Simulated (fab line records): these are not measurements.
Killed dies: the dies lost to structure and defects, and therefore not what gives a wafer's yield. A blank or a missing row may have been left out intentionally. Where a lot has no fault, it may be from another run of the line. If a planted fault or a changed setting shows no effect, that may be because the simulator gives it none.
Chamber matching / flow nand_harc / 4 sister chambers for NHARC_A_CONTACT_ETCH_102 on rie_diel-09
The step etches the open film in CF4/O2, target depth 100 nm, overetch 10 nm, time 55 s. 18 wafers are shown with their chamber, then 9 later ones without.

== EACH WAFER AND ITS CHAMBER ==
wafer=L075.1; chamber=2; showerhead_plenum_p_Torr (Torr)=1.26; drypump_motor_current_A (A)=5.9; rf_vpp_V (V)=195.1
wafer=L075.2; chamber=1; showerhead_plenum_p_Torr (Torr)=1.30; drypump_motor_current_A (A)=6.5; rf_vpp_V (V)=197.3
wafer=L075.4; chamber=0; showerhead_plenum_p_Torr (Torr)=1.27; drypump_motor_current_A (A)=5.6; rf_vpp_V (V)=197.4
wafer=L074.3; chamber=1; showerhead_plenum_p_Torr (Torr)=1.30; drypump_motor_current_A (A)=6.4; rf_vpp_V (V)=196.9
wafer=L074.4; chamber=0; showerhead_plenum_p_Torr (Torr)=1.27; drypump_motor_current_A (A)=5.6; rf_vpp_V (V)=197.0
wafer=L074.6; chamber=2; showerhead_plenum_p_Torr (Torr)=1.26; drypump_motor_current_A (A)=5.9; rf_vpp_V (V)=197.4
wafer=L078.2; chamber=1; showerhead_plenum_p_Torr (Torr)=1.30; drypump_motor_current_A (A)=6.4; rf_vpp_V (V)=197.0
wafer=L078.3; chamber=3; showerhead_plenum_p_Torr (Torr)=1.41; drypump_motor_current_A (A)=5.9; rf_vpp_V (V)=198.5
wafer=L078.4; chamber=2; showerhead_plenum_p_Torr (Torr)=1.26; drypump_motor_current_A (A)=5.9; rf_vpp_V (V)=197.3
wafer=L085.1; chamber=0; showerhead_plenum_p_Torr (Torr)=1.27; drypump_motor_current_A (A)=5.6; rf_vpp_V (V)=196.8
wafer=L085.2; chamber=1; showerhead_plenum_p_Torr (Torr)=1.30; drypump_motor_current_A (A)=6.4; rf_vpp_V (V)=198.3
wafer=L085.5; chamber=2; showerhead_plenum_p_Torr (Torr)=1.25; drypump_motor_current_A (A)=5.8; rf_vpp_V (V)=196.6
wafer=L086.2; chamber=1; showerhead_plenum_p_Torr (Torr)=1.30; drypump_motor_current_A (A)=6.5; rf_vpp_V (V)=197.6
wafer=L086.4; chamber=2; showerhead_plenum_p_Torr (Torr)=1.26; drypump_motor_current_A (A)=5.8; rf_vpp_V (V)=195.8
wafer=L086.6; chamber=3; showerhead_plenum_p_Torr (Torr)=1.41; drypump_motor_current_A (A)=5.9; rf_vpp_V (V)=198.5
wafer=L088.2; chamber=2; showerhead_plenum_p_Torr (Torr)=1.25; drypump_motor_current_A (A)=5.9; rf_vpp_V (V)=197.1
wafer=L088.4; chamber=1; showerhead_plenum_p_Torr (Torr)=1.30; drypump_motor_current_A (A)=6.5; rf_vpp_V (V)=195.8
wafer=L088.5; chamber=2; showerhead_plenum_p_Torr (Torr)=1.25; drypump_motor_current_A (A)=5.8; rf_vpp_V (V)=195.1

SIGNATURES (means of the wafers above)
reading=showerhead_plenum_p_Torr; chamber 0=1.2700; chamber 1=1.3000; chamber 2=1.2557; chamber 3=1.4100; scatter within a chamber=0.0035
reading=drypump_motor_current_A; chamber 0=5.600; chamber 1=6.450; chamber 2=5.857; chamber 3=5.900; scatter within a chamber=0.0479
reading=rf_vpp_V; chamber 0=197.067; chamber 1=197.150; chamber 2=196.343; chamber 3=198.500; scatter within a chamber=0.832
Rule: a wafer's distance from a chamber is the root of the sum, over the readings, of the square of ((its reading less the chamber's mean) divided by the reading's scatter). The wafer belongs to the nearest chamber; if the next one is less than 2 further off, it can't be placed. How the scatter is found: for the shown wafers, subtract from each reading the mean of its chamber, square and add these, divide the total by (wafers less chambers), then take the root.

== WAFERS WHOSE CHAMBER IS MISSING ==
wafer=L089.2; showerhead_plenum_p_Torr (Torr)=1.27; drypump_motor_current_A (A)=5.6; rf_vpp_V (V)=196.4
wafer=L089.3; showerhead_plenum_p_Torr (Torr)=1.40; drypump_motor_current_A (A)=5.8; rf_vpp_V (V)=199.1
wafer=L089.4; showerhead_plenum_p_Torr (Torr)=1.25; drypump_motor_current_A (A)=5.9; rf_vpp_V (V)=195.0
wafer=L093.1; showerhead_plenum_p_Torr (Torr)=1.40; drypump_motor_current_A (A)=5.9; rf_vpp_V (V)=199.1
wafer=L093.4; showerhead_plenum_p_Torr (Torr)=1.25; drypump_motor_current_A (A)=5.8; rf_vpp_V (V)=195.7
wafer=L093.6; showerhead_plenum_p_Torr (Torr)=1.29; drypump_motor_current_A (A)=6.5; rf_vpp_V (V)=196.2
wafer=L096.2; showerhead_plenum_p_Torr (Torr)=1.27; drypump_motor_current_A (A)=5.6; rf_vpp_V (V)=197.1
wafer=L096.5; showerhead_plenum_p_Torr (Torr)=1.27; drypump_motor_current_A (A)=5.6; rf_vpp_V (V)=197.1
wafer=L096.6; showerhead_plenum_p_Torr (Torr)=1.29; drypump_motor_current_A (A)=6.5; rf_vpp_V (V)=197.1

== WHICH CHAMBER EACH ONE RAN IN ==
wafer=L089.2; from the rows above=0; in truth=0
wafer=L089.3; from the rows above=3; in truth=3
wafer=L089.4; from the rows above=2; in truth=2
wafer=L093.1; from the rows above=3; in truth=3
wafer=L093.4; from the rows above=2; in truth=2
wafer=L093.6; from the rows above=1; in truth=1
wafer=L096.2; from the rows above=0; in truth=0
wafer=L096.5; from the rows above=0; in truth=0
wafer=L096.6; from the rows above=1; in truth=1
9 of 9 placed correctly. Not placeable from these rows: 0. 0 placed wrongly.
